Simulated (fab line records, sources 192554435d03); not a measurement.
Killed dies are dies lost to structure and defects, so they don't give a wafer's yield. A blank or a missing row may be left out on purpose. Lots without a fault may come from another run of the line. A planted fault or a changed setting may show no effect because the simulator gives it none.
Split-lot experiment | flow n5_finfet | 7 lots, 21 wafers read, on a route of 1938 steps

THE SPLIT
At N5_BEOL_M0_SAQP_PECVD_96 (deposits a-Si from SiH4/He, target thk 45 nm, time 45.2 s), the setting time_s was moved away from the recipe's 45.2 s on 9 of the 21 wafers read, by -12.9% to +12.8%. The other wafers ran this setting at the recipe's value.

FROM THE SPLIT TO THE READING: what the file shows between them, 5 steps
- N5_BEOL_M0_SAQP_PEB_12: peb time 60 s (also split here: peb_time_s)
- N5_BEOL_M0_SAQP_DEVELOP_13: develop time 30 s
- N5_BEOL_M0_SAQP_CD_MEAS_14: target cd 42.5 nm
- N5_BEOL_M0_SAQP_ETCH_101: etches SiNx in CH3F/O2, target depth 29.9 nm, time 42.7 s
- N5_BEOL_M0_SAQP_ETCH_102: etches SiO2 in CF4, target depth 4 nm, time 4.4 s

THE READING
oes_product_au, in a.u., at N5_BEOL_M0_SAQP_MANDREL_ETCH_103 (etches a-Si in HBr/Cl2, stops on SiCN, target depth 45 nm, bt time 10 s, time 27 s). Fault-free wafers of this fab line usually give 0.678 a.u., standard deviation 0.011 a.u..

wafer  | tool, chamber at the split | time_s as run, s | against the recipe | oes_product_au, a.u. | against lot-mates on the recipe
L076.1 | pecvd-04, 1                | 45.2             | recipe             | 0.664                | -
L076.2 | pecvd-04, 0                | 50.31            | +11.3%             | 0.756                | +0.081
L076.5 | pecvd-04, 2                | 45.2             | recipe             | 0.687                | -
L077.3 | pecvd-02, 2                | 43.19            | -4.4%              | 0.648                | -0.031
L077.4 | pecvd-02, 0                | 43.19            | -4.4%              | 0.668                | -0.011
L077.6 | pecvd-02, 2                | 45.2             | recipe             | 0.679                | -
L082.2 | pecvd-02, 2                | 45.2             | recipe             | 0.675                | -
L082.4 | pecvd-02, 1                | 45.2             | recipe             | 0.672                | -
L082.5 | pecvd-02, 2                | 40.54            | -10.3%             | 0.643                | -0.030
L084.1 | pecvd-02, 1                | 50.98            | +12.8%             | 0.734                | +0.049
L084.3 | pecvd-02, 2                | 45.2             | recipe             | 0.685                | -
L084.4 | pecvd-02, 1                | 50.98            | +12.8%             | 0.725                | +0.040
L085.1 | pecvd-04, 2                | 45.2             | recipe             | 0.666                | -
L085.4 | pecvd-04, 2                | 45.2             | recipe             | 0.678                | -
L085.5 | pecvd-04, 2                | 39.39            | -12.9%             | 0.620                | -0.052
L096.2 | pecvd-03, 2                | 47.6             | +5.3%              | 0.697                | +0.015
L096.5 | pecvd-03, 2                | 45.2             | recipe             | 0.682                | -
L096.6 | pecvd-03, 0                | 47.6             | +5.3%              | 0.699                | +0.017
L097.1 | pecvd-04, 2                | 45.2             | recipe             | 0.689                | -
L097.3 | pecvd-04, 0                | 45.2             | recipe             | 0.706                | -
L097.4 | pecvd-04, 0                | 45.2             | recipe             | 0.690                | -

THE FIT
A straight line over all 21 wafers: oes_product_au changes by +0.00444 a.u. for each +1% of time_s; r = +0.93; the points scatter about the line by 0.012 a.u..
The same after taking each lot's own level away (the mean of its wafers on the recipe; 21 wafers): +0.00411 a.u. for each +1%; r = +0.93; scatter 0.011 a.u..
On that fit, the largest move of time_s shifts the reading by 0.053 a.u..
The lots' own levels span 0.6720 to 0.6950 a.u., that is 2.1 times the standard deviation above.
So the lot-to-lot level changes the slope little: the two slopes agree.
Check: with one of the wafers moved furthest among these (-12.9%) left out of the fit, the line predicts -0.0522 a.u. for it against its lot-mates. It came out at -0.052 a.u. against them.

OTHER SPLITS ON THESE WAFERS
These wafers also went through other splits before the reading. Each is held against what the fit with the lots' levels taken away leaves over:
other split on the same wafers         | wafers away from the commonest value | r with oes_product_au (lot level and that fit taken away)
N5_GATE_CUT_EXPOSE_10 dose_mj          | 8                                    | -0.04
N5_GATE_CUT_ETCH_36 cf4_flow_sccm      | 10                                   | +0.17
N5_MOL_CONTACT_COAG_VIA_ETCH_46 bias_w | 6                                    | +0.28
N5_MOL_CONTACT_COAG_COAT_64 spin_rpm   | 9                                    | -0.08
N5_BEOL_M0_SAQP_PEB_12 peb_time_s      | 7                                    | -0.32

THE WHOLE CHAIN: every reading that the file lists as answering this split, in the file's order
step                             | what it does                                                                       | reading                                                                               | change (the file's fit)                   | r (the file's)
N5_BEOL_M0_SAQP_PECVD_96         | deposits a-Si from SiH4/He, target thk 45 nm, time 45.2 s                          | a-Si_of_BEOL_M0_SAQP_PECVD_96.thk_nm (the simulator's own value, which no gauge read) | +0.46 nm for each +1% of the setting      | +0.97
N5_BEOL_M0_SAQP_MANDREL_ETCH_103 | etches a-Si in HBr/Cl2, stops on SiCN, target depth 45 nm, bt time 10 s, time 27 s | oes_product_au                                                                        | +0.00433 a.u. for each +1% of the setting | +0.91
N5_BEOL_M0_SAQP_MANDREL_ETCH_103 | etches a-Si in HBr/Cl2, stops on SiCN, target depth 45 nm, bt time 10 s, time 27 s | etch.depth_nm (the simulator's own value, which no gauge read)                        | +0.462 nm for each +1% of the setting     | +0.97
N5_BEOL_M0_SAQP_SPACER2_ALD_26   | deposits SiO2, target thk 15 nm, pulse time 1 s, purge time 2 s                    | a-Si_of_BEOL_M0_SAQP_PECVD_96.thk_nm (the simulator's own value, which no gauge read) | +0.465 nm for each +1% of the setting     | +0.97

THE FILE'S OWN FIT
oes_product_au changes by +0.00433 a.u. for each +1% of time_s, r = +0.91.
